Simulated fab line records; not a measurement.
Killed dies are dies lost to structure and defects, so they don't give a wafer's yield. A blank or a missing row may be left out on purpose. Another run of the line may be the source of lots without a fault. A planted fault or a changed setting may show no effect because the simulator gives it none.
Split-lot study	flow n5Finfet	39 wafers read across 7 lots, on a route 1938 steps long

## ON THE SPLIT
At N5_BEOL_M6_ALD_77 (deposits TaN, target thk 2 nm, pulse time 2 s, purge time 3 s), the setting aldCycles was moved away from the recipe's 40 on 9 of the 39 wafers read, by -25.0% to +30.0%. For the rest of the wafers, this setting stayed at what the recipe calls for.

Reading taken at the split's own step.

## THE READING
TaN_of_BEOL_M6_ALD_77.thkNm (the simulator's own value, which no gauge read), in nm, at N5_BEOL_M6_ALD_77 (deposits TaN, target thk 2 nm, pulse time 2 s, purge time 3 s). The file gives no usual value for it.

wafer	tool, chamber at the split	aldCycles as run	against the recipe	TaN_of_BEOL_M6_ALD_77.thkNm, nm	against lot-mates on the recipe
L079.1	aldMetal-01, 2,0,3,1,1,0	40	recipe	2	-
L079.2	aldMetal-01, 2,0,3,1,1,0	40	recipe	2	-
L079.3	aldMetal-01, 2,0,3,1,1,0	40	recipe	2	-
L079.4	aldMetal-01, 2,0,3,1,1,0	40	recipe	2	-
L079.5	aldMetal-01, 2,0,3,1,1,0	40	recipe	2	-
L079.6	aldMetal-01, 2,0,3,1,1,0	40	recipe	2	-
L078.1	aldMetal-01, 3,1,2	47	+17.5%	2.4	+0.4
L078.2	aldMetal-01, 3,1,2	47	+17.5%	2.4	+0.4
L078.4	aldMetal-01, 3,1,2	47	+17.5%	2.4	+0.4
L078.3	aldMetal-01, 0,1,0	40	recipe	2	-
L078.5	aldMetal-01, 0,1,0	40	recipe	2	-
L078.6	aldMetal-01, 0,1,0	40	recipe	2	-
L084.1	aldMetal-02, 3,0,3	40	recipe	2	-
L084.5	aldMetal-02, 3,0,3	40	recipe	2	-
L084.6	aldMetal-02, 3,0,3	40	recipe	2	-
L084.2	aldMetal-02, 0,1,2	52	+30.0%	2.6	+0.6
L084.3	aldMetal-02, 0,1,2	52	+30.0%	2.6	+0.6
L084.4	aldMetal-02, 0,1,2	52	+30.0%	2.6	+0.6
L088.1	aldMetal-01, 1,2,1	30	-25.0%	1.4	-0.6
L088.3	aldMetal-01, 1,2,1	30	-25.0%	1.4	-0.6
L088.6	aldMetal-01, 1,2,1	30	-25.0%	1.4	-0.6
L088.2	aldMetal-01, 3,0,2	40	recipe	2	-
L088.4	aldMetal-01, 3,0,2	40	recipe	2	-
L088.5	aldMetal-01, 3,0,2	40	recipe	2	-
L091.1	aldMetal-04, 1,3,0,2,1,0	40	recipe	2	-
L091.2	aldMetal-04, 1,3,0,2,1,0	40	recipe	2	-
L091.3	aldMetal-04, 1,3,0,2,1,0	40	recipe	2	-
L091.4	aldMetal-04, 1,3,0,2,1,0	40	recipe	2	-
L091.5	aldMetal-04, 1,3,0,2,1,0	40	recipe	2	-
L091.6	aldMetal-04, 1,3,0,2,1,0	40	recipe	2	-
L095.1	aldMetal-02, 0,2,3,1,2,3	40	recipe	2	-
L095.2	aldMetal-02, 0,2,3,1,2,3	40	recipe	2	-
L095.3	aldMetal-02, 0,2,3,1,2,3	40	recipe	2	-
L095.4	aldMetal-02, 0,2,3,1,2,3	40	recipe	2	-
L095.5	aldMetal-02, 0,2,3,1,2,3	40	recipe	2	-
L095.6	aldMetal-02, 0,2,3,1,2,3	40	recipe	2	-
L097.2	aldMetal-01, 0,3,2	40	recipe	2	-
L097.3	aldMetal-01, 0,3,2	40	recipe	2	-
L097.4	aldMetal-01, 0,3,2	40	recipe	2	-
Where a row lists several chambers, the file gives one row for several wafers and doesn't say which wafer went through which chamber.

THE FIT
A straight line over all 39 wafers: TaN_of_BEOL_M6_ALD_77.thkNm changes by +0.0219 nm for each +1% of aldCycles; r = +1.00; the points scatter about the line by 0.021 nm.
The same after taking each lot's own level away (the mean of its wafers on the recipe; 39 wafers): +0.0219 nm for each +1%; r = +1.00; scatter 0.021 nm.
Per that fit: largest aldCycles move, reading shift of 0.66 nm.
The lots' own levels span 2.00 to 2.00 nm.
Hence the lot-to-lot level has little effect on the slope; both slopes agree.
Check: with one of the wafers moved furthest among these (+30.0%) left out of the fit, the line predicts +0.661 nm for it against its lot-mates. It came out at +0.6 nm against them.

## THE OTHER SPLITS THESE WAFERS WENT THROUGH
Before the reading, these wafers also passed through other splits. Each is held against what the fit with the lots' levels taken away leaves over:
other split on the same wafers	wafers away from the commonest value	r with TaN_of_BEOL_M6_ALD_77.thkNm (lot level and that fit taken away)
N5_BEOL_M1_TRENCH_ETCH_37 timeS	12	+0.07
N5_BEOL_M3_ETCH_64 timeS	9	+0.08
N5_BEOL_M4_ILD_DEP_00 timeS	12	+0.04

## THE FILE'S OWN FIT
TaN_of_BEOL_M6_ALD_77.thkNm changes by +0.0218 nm for each +1% of aldCycles, r = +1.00.
